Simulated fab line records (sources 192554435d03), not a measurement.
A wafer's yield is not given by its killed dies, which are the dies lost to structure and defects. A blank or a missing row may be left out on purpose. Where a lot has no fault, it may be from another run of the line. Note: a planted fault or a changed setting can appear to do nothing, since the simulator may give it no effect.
fab line records -- flow n5Finfet
[record] lots = 5, wafers = 15, lastDay = 17
route steps=1938 shown STI_FIN_REVEAL@209 DUMMY_GATE@212 ILD0@338
lots with no fault: from the same line, run without faults
startH: hours from the record's opening day to when the first of the lot's shown wafers began -- waitH: how many hours have passed since the lot's step before this one -- " unchanged from the row above -- L1.1+2: one row covering several wafers at once -- - either no value or no given start -- * or withheld: withheld -- < > ~ a bound
route shown NAME@n: names a module that has steps shown in the file, with the first one's number in the route -- usual: average and standard deviation across the fault-free wafers -- same: alike in all rows -- chamber/n: place in a boat -- sites: per-site readings -- _std_site: the values' standard deviation -- _edge_site: the outer-site mean with the inner-site mean subtracted -- radiusMm: for every site, how far away it sits from the centre of the wafer -- mask NAME#n: copy n -- behind: tool/chamber where the wafer was last shaped -- hold: why the lot went on hold/how many hours it stayed there/how the hold came to an end -- device: whichever transistor did not switch (one of n, p or np) -- end of line: tests run on the same wafers once the route is complete -- a step with no rows: only its recipe -- killed: the dies lost at the first sort to structure and to defects; this is not the yield of the wafer -- map: per-die view of a wafer (x killed, . not killed, _ where there is no die)
set.NAME: the setting that was run; set.NAME@STEP: the one run at that earlier step -- model.NAME: the simulator's own value behind a step, which no gauge read
lots seen at some steps along the route; tables by step, rows by wafer
services: from which hour (startH, from the record's first day; less than 0 if before it) a tool's chamber was out of use, for how many hours, and why
[[steps]]
[step N5_STI_FIN_REVEAL_PRECLEAN_18]
[recipe] chemistry = SC2, timeS = 45, tempC = 35, mix = 1:1:50
[step N5_STI_FIN_REVEAL_SRD_28]
[recipe] dry = ipaMarangoni, timeS = 30, tempC = 23, rinseLiquid = diw
[step N5_DUMMY_GATE_PRECLEAN_00]
[recipe] chemistry = O3/DIW, timeS = 60, tempC = 22, o3Ppm = 10
[step N5_DUMMY_GATE_SRD_01]
[recipe] timeS = 30, tempC = 23, rinseLiquid = diw, dry = ipaMarangoni
[step N5_DUMMY_GATE_ALD_02]
[recipe] material = SiO2, targetThkA = 20, tempC = 300, aldPrecursorFamily = BDEAS, aldCoReactant = O2-plasma, pulseTimeS = 1, pressureTorr = 2
[step N5_DUMMY_GATE_CVD_03]
[recipe] material = a-Si, targetThkA = 1500, tempC = 530, precursor = SiH4, timeS = 8042
[step N5_DUMMY_GATE_PRECLEAN_46]
[recipe] chemistry = DIW, timeS = 89.5, tempC = 23
[step N5_DUMMY_GATE_SRD_47]
[recipe] dryTimeS = 32, dry = n2Spin, spinRpm = 1500
[step N5_DUMMY_GATE_CMP_04]
[recipe] material = a-Si, postCmpClean = alkalineBrush
[step N5_DUMMY_GATE_HM_DEP_06]
[recipe] material = SiNx, targetThkA = 800, precursor = DCS/NH3, tempC = 700, pressureMtorr = 300, timeS = 5141
[usual] spikeTcBottomC = 718.2/2.7, spikeTcTopC = 716/3
lot.wafer,tool,chamber,startH,waitH,spikeTcBottomC,spikeTcTopC,model.SiNx_of_DUMMY_GATE_HM_DEP_06.thkNm
L361.3,lpcvd-01,0/75,105.70,0.0,714.9,712,80
L361.5,lpcvd-01,0/84,105.70,0.0,714.9,712,80
L361.6,lpcvd-01,0/89,105.70,0.0,714.9,712,80.2
L365.1,lpcvd-01,1/15,129.89,0.0,719.5,717,124.8
L365.2,lpcvd-01,1/20,129.89,0.0,719.5,717,125.4
L365.3,lpcvd-01,1/25,129.89,0.0,719.5,717,124.6
L366.1,lpcvd-01,0/65,134.76,0.0,715.9,712,123.6
L366.3,lpcvd-01,0/75,134.76,0.0,715.9,712,123
L366.4,lpcvd-01,0/79,134.76,0.0,715.9,712,123.8
L367.1,lpcvd-01,1/65,140.90,0.0,719.1,718,123.4
L367.4,lpcvd-01,1/79,140.90,0.0,719.1,718,123.6
L367.6,lpcvd-01,1/89,140.90,0.0,719.1,718,123.4
L374.1,lpcvd-02,1/15,180.76,0.0,723.2,719,81.4
L374.2,lpcvd-02,1/20,180.76,0.0,723.2,719,82.2
L374.5,lpcvd-02,1/34,180.76,0.0,723.2,719,81.2
[step N5_DUMMY_GATE_PECVD_30]
[recipe] material = SiO2, targetThkA = 550, tempC = 400, precursor = TEOS/O2, pressureTorr = 6.5, rfW = withheld, teosFlowSccm = withheld, gas = O2, flowSccm = 2650, timeS = 10.8
[step N5_DUMMY_GATE_COAT_34]
[recipe] resist = SOC, tempC = 250, timeS = 60, spinRpm = 1500, resistThkNm = 60
[step N5_DUMMY_GATE_COAT_35]
[recipe] resist = SiARC, tempC = 220, timeS = 60, spinRpm = 1500, resistThkNm = 10
[step N5_DUMMY_GATE_COAT_28]
[recipe] resist = underlayer, tempC = 205, timeS = 60, spinRpm = 1500, resistThkNm = 10
[step N5_DUMMY_GATE_COAT_09]
[recipe] resist = CAR-EUV, spinRpm = 1500, resistThkNm = 30
[step N5_DUMMY_GATE_EBR_11]
[recipe] solvent = PGMEA, ebrWidthMm = 1.5
[step N5_DUMMY_GATE_SOFTBAKE_10]
[recipe] tempC = 110, timeS = 60, resist = CAR-EUV
[step N5_DUMMY_GATE_EXPOSE_12]
[recipe] maskId = GATE, na = 0.33, sourceShape = annular, sigmaInner = 0.2, sigmaOuter = 0.6, polarization = unpolarized, targetCdNm = 25, doseMj = 34
[step N5_DUMMY_GATE_PEB_13]
[recipe] pebTempC = 100, pebTimeS = 60, resist = CAR-EUV
[step N5_DUMMY_GATE_DEVELOP_14]
[recipe] developTimeS = 30, developer = TMAH, resist = CAR-EUV, rinseLiquid = surfactantRinse, dry = airSpin, devTempC = 23
[step N5_DUMMY_GATE_DESCUM_20]
[recipe] chemistry = O2, timeS = 6.2, sourcePowerW = 50, biasPowerW = 20, pressureMtorr = 20, rfFrequencyHz = 2.712e+07, tempC = 40, resist = CAR-EUV, o2FlowSccm = 225
[step N5_DUMMY_GATE_ETCH_29]
[recipe] chemistry = N2/H2, target = underlayer, targetDepthA = 130, ionEnergyEv = 200, pressureMtorr = 30, sourceW = 840, biasW = 150, n2FlowSccm = 200, h2FlowSccm = 200
[step N5_DUMMY_GATE_ETCH_36]
[recipe] chemistry = CF4, target = SiARC, targetDepthA = 130, pressureMtorr = 40, sourceW = 545, biasW = 36, Ar_flow_sccm = 100, cf4FlowSccm = 100, ionEnergyEv = 80
[step N5_DUMMY_GATE_ETCH_37]
[recipe] chemistry = N2/H2, target = SOC, targetDepthA = 600, overetchA = 300, tempC = 40, ionEnergyEv = 200, pressureMtorr = 30, sourceW = 840, biasW = 150, n2FlowSccm = 200, h2FlowSccm = 200
[step N5_DUMMY_GATE_STRIP_38]
[recipe] chemistry = N2/H2, tempC = 40, n2FlowSccm = 200, h2FlowSccm = 200, rfFrequencyHz = 6e+07
[step N5_DUMMY_GATE_STRIP_39]
[recipe] chemistry = N2/H2, tempC = 40, n2FlowSccm = 200, h2FlowSccm = 200, rfFrequencyHz = 6e+07
[step N5_DUMMY_GATE_TRIM_49]
[recipe] chemistry = O2, resist = SOC, timeS = 29, targetCdNm = 14, sourcePowerW = 300, biasPowerW = 0, O2_flow_sccm = 100, tempC = 20
[step N5_DUMMY_GATE_STRIP_40]
[recipe] chemistry = CF4, resist = SiARC, powerW = 300, biasPowerW = 75, pressureMtorr = 50, cf4FlowSccm = 150, rfFrequencyHz = 6e+07
[step N5_DUMMY_GATE_ETCH_31]
[recipe] chemistry = C4F6/O2, target = SiO2, maskMaterial = SOC, targetDepthA = 825, timeS = 27.5, ionEnergyEv = 250, pressureMtorr = 30, sourceW = 345, biasW = 185, Ar_flow_sccm = 300, C4F6_flow_sccm = 10, O2_flow_sccm = 10
[step N5_DUMMY_GATE_STRIP_41]
[recipe] chemistry = O2, powerW = 400, tempC = 40, pressureMtorr = 30, rfFrequencyHz = 6e+07, biasPowerW = 0, overashFraction = 0.3, o2FlowSccm = 225
[step N5_DUMMY_GATE_HM_OPEN_21]
[recipe] chemistry = CH3F/O2, target = SiNx, targetDepthA = 1200, Ar_flow_sccm = 150, CH3F_flow_sccm = 30, O2_flow_sccm = 23, timeS = 171.4, pressureMtorr = 30, sourceW = 395, biasW = 73, ionEnergyEv = 120.7
[step N5_DUMMY_GATE_ETCH_32]
[recipe] chemistry = CF4, target = SiO2, targetDepthA = 35, timeS = 3.9, ionEnergyEv = 350, pressureMtorr = 10, icpW = 800, biasW = 400, cf4FlowSccm = 80
[step N5_DUMMY_GATE_ETCH_23]
[recipe] chemistry = HBr/Cl2/O2, HBr_flow_sccm = 150, Cl2_flow_sccm = 80, O2_flow_sccm = 12, biasW = 102, targetDepthA = 410, timeS = 22.3, target = poly-Si, maskMaterial = SiO2, pressureMtorr = 10, icpW = 800
[step N5_DUMMY_GATE_ETCH_44]
[recipe] chemistry = HBr/O2, overEtchFrac = 0.7, targetDepthA = 1275, stopOn = SiO2, ionEnergyEv = 60, biasW = 20, target = poly-Si, maskMaterial = SiO2, pressureMtorr = 20, icpW = 400, HBr_flow_sccm = 120, O2_flow_sccm = 10
[step N5_ILD0_CMP_03]
[recipe] stopOn = SiNx, tOverpolishS = 1.9, postCmpClean = alkalineBrush, downForcePsi = 4.1491, platenRpm = 51.796, padVelocityMS = 1.0306, targetThkNm = 197.38
[usual] motorCurrentA = 12.6/1.2, overpolishRunS = 1.900/0.0095, padLifeWafers = 928/610, timeToEndpointS = 70/4.8
lot.wafer,tool,chamber,startH,waitH,motorCurrentA,overpolishRunS,padLifeWafers,timeToEndpointS,model.SiNx_of_DUMMY_GATE_HM_DEP_06.thkNm
L361.3,cmp-02,3,126.62,0.1,12.5,1.893,1143,71,77
L361.5,cmp-02,0,126.62,0.1,12.5,1.912,-,77,77
L361.6,cmp-02,1,126.62,0.1,13.4,1.889,-,68,77.2
L365.1,cmp-02,0,149.52,0.2,13.2,1.892,1332,80,121.8
L365.3,cmp-02,1,149.52,0.2,14.5,1.908,1333,72,121.6
L365.2,cmp-02,2,149.52,0.2,10.9,1.906,1334,71,122.4
L366.4,cmp-03,2,153.33,0.0,11.7,1.906,300,63,120.8
L366.3,cmp-03,3,153.33,0.0,11.2,1.902,301,71,119.8
L366.1,cmp-03,1,153.33,0.0,11.8,1.897,303,66,120.6
L367.4,cmp-02,2,160.51,0.0,11.0,1.913,1422,68,120.4
L367.1,cmp-02,3,160.51,0.0,12.5,1.894,1423,72,120.4
L367.6,cmp-02,3,160.51,0.0,12.3,1.895,-,76,120.4
L374.2,cmp-03,2,200.21,0.0,12.5,1.918,672,69,79.2
L374.1,cmp-03,3,200.21,0.0,11.0,1.909,673,75,78.4
L374.5,cmp-03,2,200.21,0.0,11.9,1.932,-,69,78
[[services]]
tool,chamber,startH,hours,kind
cmp-02,-,92.31,1.2,repair
cmp-03,-,113.53,4.0,pm
cmp-03,-,117.53,-,consumableReplace:conditioner
cmp-03,-,117.53,-,consumableReplace:pad
cmp-03,-,139.67,0.7,repair
cmp-03,-,143.34,0.6,repair
lpcvd-02,-,154.35,14.6,pm
cmp-02,-,154.51,1.9,repair
lpcvd-01,-,181.15,28.1,pm
cmp-03,-,181.47,0.4,repair
cmp-03,-,186.22,2.4,repair
cmp-03,-,188.99,0.4,repair
[[key]]
firstSign none at tools or gauges
[modelEffect] step = N5_DUMMY_GATE_HM_DEP_06, value = SiNx_of_DUMMY_GATE_HM_DEP_06.thkNm, without = 80.69, struck = 124
[modelEffect] step = N5_ILD0_CMP_03, value = SiNx_of_DUMMY_GATE_HM_DEP_06.thkNm, without = 77.64, struck = 120.9
metAt N5_DUMMY_GATE_HM_DEP_06
struckWafers L365.1,L365.2,L365.3,L366.1,L366.3,L366.4,L367.1,L367.4,L367.6
rowsEnd L366.1,L366.3,L366.4
onsetBetween 105.70 129.89
[fault] kind = processParameterDrift, tool = lpcvd-01, chamber = -, onsetH = 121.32, steps = N5_DUMMY_GATE_HM_DEP_06, channel = timeS, offset = *, shape = step, actsIn = *, stated = *
// rowsEnd: these wafers met a further fault down the route, and their rows from its step on are left out
